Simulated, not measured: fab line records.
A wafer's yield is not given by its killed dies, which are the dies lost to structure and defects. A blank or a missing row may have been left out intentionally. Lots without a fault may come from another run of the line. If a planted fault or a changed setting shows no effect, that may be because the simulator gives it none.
fab line records ; flow nandHarc
[record] lots = 12; wafers = 36; lastDay = 23
route steps=1159 shown A_M1@1051 A_BONDPAD@1061 END@1159
lots that met no fault: from a run of the same line without faults
startH: hours from the record's opening day to when the first of the lot's shown wafers began ; waitH: hours from the lot's prior step to this one ; " same as the row above ; L1.1+2: several wafers, shown together as one row ; - no value, or no start given ; * or withheld: withheld ; < > ~ a bound
route shown NAME@n: NAME is a module with steps in the file, n the number in the route of the first one ; usual: mean/standard deviation of fault-free wafers ; same: alike in all rows ; chamber/n: place in a boat ; sites: readings site by site ; _std_site: standard deviation across them ; _edge_site: inner sites' mean taken away from outer sites' mean ; radiusMm: for every site, how far away it sits from the centre of the wafer ; mask NAME#n: copy n ; behind: the most recent tool/chamber to have shaped the wafer ; hold: why the lot went on hold/how many hours it stayed there/how the hold came to an end ; device: the transistor (n, p or np) that didn't switch ; end of line: tests run on the same wafers once the route is complete ; a step without rows: its recipe alone ; killed: not the wafer's yield, but the dies lost to structure and defects at the first sort ; map: the dies of a wafer, with x for killed, . for not killed, _ for no die there
set.NAME: the run value of the setting; set.NAME@STEP: its run value at that earlier step ; model.NAME: the simulator's own value behind a step, which no gauge read
a sample of lots followed through the steps of the route, with each step as a table and each wafer as a row
services: when a tool's chamber went out of use (startH, in hours from the record's first day, below 0 if earlier), for how many hours, and the reason
[[steps]]
[step NHARC_A_M1_ANNEAL_31]
[recipe] tempC = 225; timeS = 90
[usual] wafer_temp_C_max = 226.28/0.28
lot.wafer;tool;chamber;startH;waitH;wafer_temp_C_max
L336.2;rtpAnneal-01;0;406.74;0.4;226.44
L336.3;rtpAnneal-01;0;406.74;0.4;226.58
L336.6;rtpAnneal-01;0;406.74;0.4;226.05
L335.1;rtpAnneal-02;0;407.93;0.3;226.57
L335.3;rtpAnneal-02;0;407.93;0.3;226.29
L335.5;rtpAnneal-02;0;407.93;0.3;226.46
L339.2;rtpAnneal-02;0;411.10;-;226.63
L339.5;rtpAnneal-02;0;411.10;-;225.91
L339.6;rtpAnneal-02;0;411.10;-;226.26
L337.1;rtpAnneal-01;0;411.85;-;226.07
L337.2;rtpAnneal-01;0;411.85;-;226.40
L337.5;rtpAnneal-01;0;411.85;-;226.07
L338.3;rtpAnneal-01;0;412.55;0.3;226.43
L338.4;rtpAnneal-01;0;412.55;0.3;226.02
L338.5;rtpAnneal-01;0;412.55;0.3;226.15
L340.1;rtpAnneal-01;0;429.57;-;226.14
L340.4;rtpAnneal-01;0;429.57;-;225.91
L340.6;rtpAnneal-01;0;429.57;-;226.35
L341.1;rtpAnneal-02;0;442.14;-;226.16
L341.2;rtpAnneal-02;0;442.14;-;226.14
L341.6;rtpAnneal-02;0;442.14;-;226.83
L342.1;rtpAnneal-02;0;452.47;-;226.22
L342.3;rtpAnneal-02;0;452.47;-;226.53
L342.6;rtpAnneal-02;0;452.47;-;226.23
L351.1;rtpAnneal-02;0;497.16;0.4;226.25
L351.2;rtpAnneal-02;0;497.16;0.4;226.21
L351.4;rtpAnneal-02;0;497.16;0.4;226.15
L352.1;rtpAnneal-02;0;499.76;0.3;226.50
L352.3;rtpAnneal-02;0;499.76;0.3;225.89
L352.5;rtpAnneal-02;0;499.76;0.3;226.11
L350.1;rtpAnneal-01;0;503.07;0.3;226.23
L350.4;rtpAnneal-01;0;503.07;0.3;226.47
L350.5;rtpAnneal-01;0;503.07;0.3;226.27
L353.1;rtpAnneal-02;0;507.62;0.4;226.88
L353.2;rtpAnneal-02;0;507.62;0.4;226.74
L353.4;rtpAnneal-02;0;507.62;0.4;226.49
[step NHARC_A_BONDPAD_THK_MEAS_30]
[recipe] thkMeasGauge = ellipsometry
[usual] thkNm = 200.1/1.3
lot.wafer;tool;chamber;startH;waitH;thkNm
L336.2;filmMetro-02;-;408.87;0.2;199.4
L336.3;filmMetro-02;-;408.87;0.2;200.9
L336.6;filmMetro-02;-;408.87;0.2;200.7
L335.1;filmMetro-02;-;410.12;0.2;202.6
L335.3;filmMetro-02;-;410.12;0.2;201.2
L335.5;filmMetro-02;-;410.12;0.2;200.0
L339.2;filmMetro-02;-;413.22;0.2;200.8
L339.5;filmMetro-02;-;413.22;0.2;199.0
L339.6;filmMetro-02;-;413.22;0.2;198.4
L337.1;filmMetro-01;-;414.03;0.2;201.2
L337.2;filmMetro-01;-;414.03;0.2;200.1
L337.5;filmMetro-01;-;414.03;0.2;200.7
L338.3;filmMetro-02;-;414.70;0.2;199.3
L338.4;filmMetro-02;-;414.70;0.2;202.0
L338.5;filmMetro-02;-;414.70;0.2;200.7
L340.1;filmMetro-01;-;432.25;0.2;202.3
L340.4;filmMetro-01;-;432.25;0.2;200.3
L340.6;filmMetro-01;-;432.25;0.2;199.3
L341.1;filmMetro-01;-;444.32;0.2;201.4
L341.2;filmMetro-01;-;444.32;0.2;202.0
L341.6;filmMetro-01;-;444.32;0.2;199.3
L342.1;filmMetro-01;-;454.64;0.2;198.5
L342.3;filmMetro-01;-;454.64;0.2;202.5
L342.6;filmMetro-01;-;454.64;0.2;201.4
L351.1;filmMetro-02;-;499.37;0.2;200.4
L351.2;filmMetro-02;-;499.37;0.2;199.2
L351.4;filmMetro-02;-;499.37;0.2;200.9
L352.1;filmMetro-02;-;502.00;0.2;201.0
L352.3;filmMetro-02;-;502.00;0.2;200.8
L352.5;filmMetro-02;-;502.00;0.2;201.7
L350.1;filmMetro-02;-;505.25;0.2;199.3
L350.4;filmMetro-02;-;505.25;0.2;199.7
L350.5;filmMetro-02;-;505.25;0.2;200.4
L353.1;filmMetro-02;-;509.82;0.2;200.7
L353.2;filmMetro-02;-;509.82;0.2;200.0
L353.4;filmMetro-02;-;509.82;0.2;196.8
[step NHARC_A_BONDPAD_STRIP_15]
[recipe] o2FlowSccm = 500; arFlowSccm = 0; biasW = 0; chemistry = O2
[usual] chamberPressureMTorr = 60.00/0.056; drypumpMotorCurrentA = 5.61/0.19; o2FlowSccm = 500.2/1.5; oesProductAu = 0.999/0.0076; rfVppV = 58.0/0.93; showerheadPlenumPTorr = 3.63/0.12; throttleValvePct = 17.036/0.0092
lot.wafer;tool;chamber;startH;waitH;chamberPressureMTorr;drypumpMotorCurrentA;o2FlowSccm;oesProductAu;rfHoursCounterH;rfVppV;showerheadPlenumPTorr;throttleValvePct
L336.2;rieDiel-03;3;410.07;0.1;59.97;5.52;498.3;0.996;0.5;59.1;3.55;17.034
L336.3;rieDiel-03;0;410.07;0.1;59.93;5.45;498.1;0.979;0.5;59.5;3.70;17.041
L336.6;rieDiel-03;0;410.07;0.1;59.91;5.47;499.5;0.990;-;58.2;3.70;17.040
L335.3;rieDiel-03;1;411.35;0.1;59.95;5.45;499.2;1.006;0.7;57.4;3.70;17.042
L335.1;rieDiel-03;3;411.35;0.1;60.08;5.50;499.5;0.993;0.7;57.7;3.55;17.041
L335.5;rieDiel-03;2;411.35;0.1;60.09;5.76;502.0;1.008;-;57.1;3.74;17.041
L339.2;rieDiel-07;1;414.26;0.1;60.06;5.87;500.9;0.998;0.0;57.4;3.35;17.027
L339.6;rieDiel-07;1;414.26;0.1;60.08;5.86;501.4;0.987;-;57.6;3.35;17.044
L339.5;rieDiel-07;2;414.26;0.1;59.95;5.85;499.8;0.995;-;57.6;3.57;17.049
L337.1;rieDiel-07;1;419.72;0.1;60.06;5.90;498.1;0.997;0.2;55.5;3.35;17.039
L337.2;rieDiel-07;2;419.72;0.1;60.04;5.85;499.8;1.001;0.3;60.9;3.57;17.038
L337.5;rieDiel-07;0;419.72;0.1;60.04;5.86;500.0;1.013;-;57.6;3.38;17.032
L338.3;rieDiel-03;1;419.88;0.1;60.02;5.43;498.2;1.002;1.0;58.8;3.70;17.026
L338.4;rieDiel-03;2;419.88;0.1;60.01;5.74;501.8;1.001;1.1;59.2;3.73;17.037
L338.5;rieDiel-03;1;419.88;0.1;60.07;5.43;500.0;0.990;-;58.6;3.70;17.045
L340.4;rieDiel-03;0;433.30;0.1;59.97;5.50;500.1;0.998;1.6;58.7;3.69;17.047
L340.1;rieDiel-03;2;433.30;0.1;60.05;5.74;502.2;1.007;1.7;57.4;3.73;17.040
L340.6;rieDiel-03;0;433.30;0.1;60.03;5.47;502.9;0.987;-;59.1;3.69;17.035
L341.2;rieDiel-07;0;445.66;0.1;60.02;5.87;499.4;1.000;7.8;56.1;3.37;17.032
L341.1;rieDiel-07;2;445.66;0.1;59.98;5.84;499.2;0.981;7.7;58.3;3.56;17.037
L341.6;rieDiel-07;1;445.66;0.1;60.02;5.87;502.2;0.994;-;57.0;3.35;17.031
L342.3;rieDiel-03;0;455.81;0.1;60.00;5.48;501.7;1.004;2.2;57.7;3.69;17.056
L342.1;rieDiel-03;2;455.81;0.1;59.98;5.75;498.7;1.002;2.3;58.1;3.73;17.032
L342.6;rieDiel-03;1;455.81;0.1;59.92;5.42;500.2;0.998;-;57.8;3.70;17.060
L351.4;rieDiel-03;1;500.55;0.1;50.70;5.45;502.6;1.002;3.8;58.6;3.70;17.044
L351.2;rieDiel-03;2;500.55;0.1;50.64;5.75;501.1;1.004;3.9;57.4;3.73;17.030
L351.1;rieDiel-03;3;500.55;0.1;50.53;5.50;499.6;0.995;3.8;57.6;3.55;17.024
L352.3;rieDiel-03;1;503.20;0.1;50.57;5.44;501.4;0.999;4.1;58.7;3.70;17.052
L352.1;rieDiel-03;2;503.20;0.1;50.65;5.76;501.3;0.998;4.1;57.9;3.73;17.033
L352.5;rieDiel-03;3;503.20;0.1;50.56;5.49;499.6;0.999;-;57.6;3.55;17.045
L350.1;rieDiel-03;3;506.30;0.1;50.65;5.50;497.5;0.990;4.3;59.2;3.55;17.034
L350.4;rieDiel-03;2;506.30;0.1;50.67;5.75;499.1;1.001;4.3;58.4;3.73;17.023
L350.5;rieDiel-03;3;506.30;0.1;50.64;5.51;498.6;1.005;-;57.7;3.55;17.035
L353.2;rieDiel-01;1;511.05;0.1;60.00;5.95;498.8;0.999;3.2;58.5;3.77;17.033
L353.4;rieDiel-01;2;511.05;0.1;60.05;5.72;499.1;1.008;2.9;58.7;3.37;17.029
L353.1;rieDiel-01;3;511.05;0.1;59.96;5.81;501.1;0.987;2.5;57.5;3.46;17.040
[step NHARC_A_BONDPAD_ANNEAL_28]
[recipe] tempC = 225; timeS = 90
[usual] wafer_temp_C_max = 226.26/0.29
lot.wafer;tool;chamber;startH;waitH;wafer_temp_C_max
L336.2;rtpAnneal-01;0;411.41;0.4;226.18
L336.3;rtpAnneal-01;0;411.41;0.4;226.11
L336.6;rtpAnneal-01;0;411.41;0.4;226.00
L335.1;rtpAnneal-01;0;412.76;-;226.21
L335.3;rtpAnneal-01;0;412.76;-;226.37
L335.5;rtpAnneal-01;0;412.76;-;226.57
L339.2;rtpAnneal-01;0;419.66;0.3;225.92
L339.5;rtpAnneal-01;0;419.66;0.3;226.26
L339.6;rtpAnneal-01;0;419.66;0.3;226.37
L337.1;rtpAnneal-02;0;421.04;-;226.19
L337.2;rtpAnneal-02;0;421.04;-;226.33
L337.5;rtpAnneal-02;0;421.04;-;225.80
L338.3;rtpAnneal-02;0;421.45;0.5;226.59
L338.4;rtpAnneal-02;0;421.45;0.5;227.02
L338.5;rtpAnneal-02;0;421.45;0.5;226.70
L340.1;rtpAnneal-01;0;434.57;-;226.69
L340.4;rtpAnneal-01;0;434.57;-;225.89
L340.6;rtpAnneal-01;0;434.57;-;226.40
L341.1;rtpAnneal-01;0;446.95;-;226.32
L341.2;rtpAnneal-01;0;446.95;-;226.65
L341.6;rtpAnneal-01;0;446.95;-;226.55
L342.1;rtpAnneal-01;0;457.60;-;226.06
L342.3;rtpAnneal-01;0;457.60;-;225.90
L342.6;rtpAnneal-01;0;457.60;-;226.35
L351.1;rtpAnneal-02;0;501.82;-;226.29
L351.2;rtpAnneal-02;0;501.82;-;226.13
L351.4;rtpAnneal-02;0;501.82;-;226.47
L352.1;rtpAnneal-01;0;504.62;-;226.02
L352.3;rtpAnneal-01;0;504.62;-;226.20
L352.5;rtpAnneal-01;0;504.62;-;226.10
L350.1;rtpAnneal-01;0;507.76;0.3;226.09
L350.4;rtpAnneal-01;0;507.76;0.3;226.07
L350.5;rtpAnneal-01;0;507.76;0.3;226.78
L353.1;rtpAnneal-01;0;512.32;0.3;226.54
L353.2;rtpAnneal-01;0;512.32;0.3;226.65
L353.4;rtpAnneal-01;0;512.32;0.3;226.35
[step NHARC_END_SORT_01]
[recipe] tempC = 25
[usual] defectLimitedYield = 95.2/1.6; killedAtArray = 28/11; killedAtOther = 0.8/1.3; killedAtPeriphery = 3.6/2.5; killedDies = 32/11; killedOpen = 3.0/1.8; killedShort = 2.0/1.5; sort_bin_2_pct = 1.5/0.66; sort_bin_3_pct = 0.25/0.23; sort_bin_4_pct = 3.0/1.1; sortNPass = 645/11; sortRimYieldPct = 96.0/2.9; sortYieldPct = 95.2/1.6
[same] grossDies = 677; sort_bin_5_pct[%] = 0; sort_bin_6_pct[%] = 0; sort_bin_7_pct[%] = 0; sort_bin_8_pct[%] = 0; sortRimNGross = 106.00
lot.wafer;tool;chamber;startH;waitH;defectLimitedYield[%];killedAtArray;killedAtOther;killedAtPeriphery;killedDies;killedOpen;killedShort;sort_bin_2_pct[%];sort_bin_3_pct[%];sort_bin_4_pct[%];sortNPass;sortRimYieldPct[%];sortYieldPct[%]
L342.1;prober-01;0;493.05;2.5;97.8;11;0;4;15;1;1;0.9;0.15;1.2;662;97.2;97.8
L342.3;prober-01;0;494.65;3.1;98.4;7;0;4;11;1;1;0.3;0;1.3;666;100.0;98.4
L342.6;prober-01;0;497.04;4.0;97.8;14;0;1;15;2;1;0.3;0;1.9;662;100.0;97.8
L351.1;prober-01;0;531.18;2.5;94.5;35;0;2;37;4;4;1.5;0.30;3.7;640;98.1;94.5
L351.2;prober-01;0;531.99;2.8;94.7;31;0;5;36;6;0;1.5;0.30;3.5;641;91.5;94.7
L351.4;prober-01;0;533.61;3.4;96.2;25;0;1;26;3;4;1.3;0;2.5;651;91.5;96.2
L353.1;prober-02;0;540.03;2.5;94.5;25;4;8;37;9;1;2.7;0.15;2.7;640;95.3;94.5
L353.2;prober-02;0;540.82;2.8;95.3;20;1;11;32;2;0;1.0;0.30;3.4;645;96.2;95.3
L353.4;prober-02;0;542.39;3.4;97.2;7;4;8;19;2;2;1.0;0.30;1.5;658;99.1;97.2
L350.1;prober-01;0;540.05;2.5;94.2;35;0;4;39;4;7;2.8;0.74;2.2;638;94.3;94.2
L350.4;prober-01;0;542.46;3.4;93.4;38;1;6;45;4;2;2.1;0.15;4.4;632;94.3;93.4
L350.5;prober-01;0;543.26;3.7;94.1;38;1;1;40;2;3;2.2;0;3.7;637;97.2;94.1
// killed by level:class
L342.1 A_STAIRCASE:chamberFilmFlake=5 P_GATE:chamberFilmFlake=3 A_CHANNEL_HOLE_D1:chamberFilmFlake=3 A_CHANNEL_FILL_D1:geometricParticle:open=1 A_BLC:geometricParticle:short=1 P_STI:chamberFilmFlake=1 A_CONTACT:chamberFilmFlake=1
L342.3 A_CONTACT:chamberFilmFlake=3 A_CONTACT:geometricParticle:short=1 A_M1:geometricParticle:open=1 P_STI:chamberFilmFlake=1 P_GATE:chamberFilmFlake=1 P_M2:chamberFilmFlake=1 P_BONDPAD:chamberFilmFlake=1 A_CHANNEL_HOLE_D1:chamberFilmFlake=1
L342.6 A_CHANNEL_HOLE_D1:chamberFilmFlake=7 A_CONTACT:chamberFilmFlake=2 A_ONON_D1:geometricParticle:open=1 A_CHANNEL_FILL_D1:geometricParticle:short=1 A_SLIT:geometricParticle:open=1 P_GATE:chamberFilmFlake=1 A_STAIRCASE:chamberFilmFlake=1 A_SLIT:chamberFilmFlake=1
L351.1 A_CHANNEL_HOLE_D1:chamberFilmFlake=20 A_STAIRCASE:chamberFilmFlake=3 A_CONTACT:geometricParticle:short=2 A_CONTACT:chamberFilmFlake=2 A_M1:chamberFilmFlake=2 P_GATE:geometricParticle:short=1 P_GATE:geometricParticle:open=1 A_SOURCE_PLATE:geometricParticle:open=1
L351.2 A_CHANNEL_HOLE_D1:chamberFilmFlake=12 A_STAIRCASE:chamberFilmFlake=5 A_CONTACT:chamberFilmFlake=5 A_WL_FILL:geometricParticle:open=4 P_GATE:chamberFilmFlake=2 P_M1:chamberFilmFlake=2 A_WL_FILL:chamberFilmFlake=2 A_ONON_D1:geometricParticle:open=1
L351.4 A_CHANNEL_HOLE_D1:chamberFilmFlake=12 A_WL_FILL:geometricParticle:short=2 A_STAIRCASE:chamberFilmFlake=2 A_WL_FILL:chamberFilmFlake=2 A_CONTACT:chamberFilmFlake=2 A_SOURCE_PLATE:geometricParticle:open=1 A_CHANNEL_FILL_D1:geometricParticle:short=1 A_SGD_CUT:geometricParticle:open=1
L353.1 A_CHANNEL_HOLE_D1:chamberFilmFlake=8 A_STAIRCASE:chamberFilmFlake=6 P_M2:chamberFilmFlake=5 THIN_TSV:chamberFilmFlake=4 A_CONTACT:geometricParticle:open=2 A_BLC:geometricParticle:open=2 A_M0:geometricParticle:open=2 P_ZERO_WELL:chamberFilmFlake=2
L350.1 A_SLIT:chamberFilmFlake=14 A_CHANNEL_HOLE_D1:chamberFilmFlake=5 A_CONTACT:chamberFilmFlake=5 A_SGD_CUT:geometricParticle:short=3 A_CONTACT:geometricParticle:open=2 A_CHANNEL_FILL_D1:chamberFilmFlake=2 P_CONTACT:geometricParticle:short=1 P_CONTACT:geometricParticle:open=1
L353.2 A_CHANNEL_HOLE_D1:chamberFilmFlake=10 P_ZERO_WELL:chamberFilmFlake=4 P_M2:chamberFilmFlake=4 A_CONTACT:chamberFilmFlake=3 P_GATE:chamberFilmFlake=2 A_CHANNEL_FILL_D1:chamberFilmFlake=2 A_WL_FILL:chamberFilmFlake=2 A_ONON_D1:geometricParticle:open=1
L353.4 P_M2:chamberFilmFlake=5 A_CHANNEL_HOLE_D1:chamberFilmFlake=4 THIN_TSV:chamberFilmFlake=4 A_ONON_D1:geometricParticle:open=2 P_CONTACT:geometricParticle:short=1 P_M0:geometricParticle:short=1 P_ZERO_WELL:chamberFilmFlake=1 A_STAIRCASE:chamberFilmFlake=1
L350.4 A_SLIT:chamberFilmFlake=16 A_CHANNEL_HOLE_D1:chamberFilmFlake=7 A_CHANNEL_FILL_D1:chamberFilmFlake=4 A_STAIRCASE:chamberFilmFlake=4 A_CONTACT:chamberFilmFlake=4 A_CONTACT:geometricParticle:open=2 P_M1:chamberFilmFlake=2 P_CONTACT:geometricParticle:short=1
L350.5 A_SLIT:chamberFilmFlake=20 A_CHANNEL_HOLE_D1:chamberFilmFlake=7 A_CHANNEL_FILL_D1:chamberFilmFlake=2 A_STAIRCASE:chamberFilmFlake=2 A_CONTACT:chamberFilmFlake=2 A_ONON_D1:geometricParticle:open=1 A_CHANNEL_FILL_D1:geometricParticle:short=1 A_SGD_CUT:geometricParticle:short=1
[[services]]
tool;chamber;startH;hours;kind
rieDiel-03;-;392.30;9.0;pm
rieDiel-03;0;392.30;9.0;ventCycle
rieDiel-03;1;392.30;9.0;ventCycle
rieDiel-03;2;392.30;9.0;ventCycle
rieDiel-03;3;392.30;9.0;ventCycle
rieDiel-03;0;401.30;-;clean
rieDiel-03;1;401.30;-;clean
rieDiel-03;2;401.30;-;clean
rieDiel-03;3;401.30;-;clean
rieDiel-01;-;405.05;9.7;repair
rieDiel-07;-;405.20;9.0;pm
rieDiel-03;0;425.80;-;clean
rieDiel-03;1;425.80;-;clean
rieDiel-03;2;425.80;-;clean
rieDiel-03;3;425.80;-;clean
rieDiel-01;1;438.10;3.6;repair
rieDiel-03;0;450.30;-;clean
rieDiel-03;1;450.30;-;clean
rieDiel-03;2;450.30;-;clean
rieDiel-03;3;450.30;-;clean
rieDiel-07;1;456.38;4.5;repair
rieDiel-03;0;474.80;-;clean
rieDiel-03;1;474.80;-;clean
rieDiel-01;-;491.99;9.0;pm
[[key]]
[firstSign] step = NHARC_A_BONDPAD_STRIP_15; reading = chamberPressureMTorr; direction = down; sigmas = 99+; usual = 60.00; struck = 50.62
effect none on later readings
metAt NHARC_A_BONDPAD_STRIP_15
struckLots L350,L351,L352
notActingAt NHARC_A_M1_ANNEAL_31,NHARC_A_BONDPAD_THK_MEAS_30,NHARC_A_BONDPAD_ANNEAL_28
onsetBetween 455.81 500.55
[fault] kind = processParameterDrift; tool = rieDiel-03; chamber = -; onsetH = 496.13; steps = NHARC_A_BONDPAD_STRIP_15; channel = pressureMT; offset = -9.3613; shape = step; endH = 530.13; actsIn = theseRecipesOnly; stated = 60
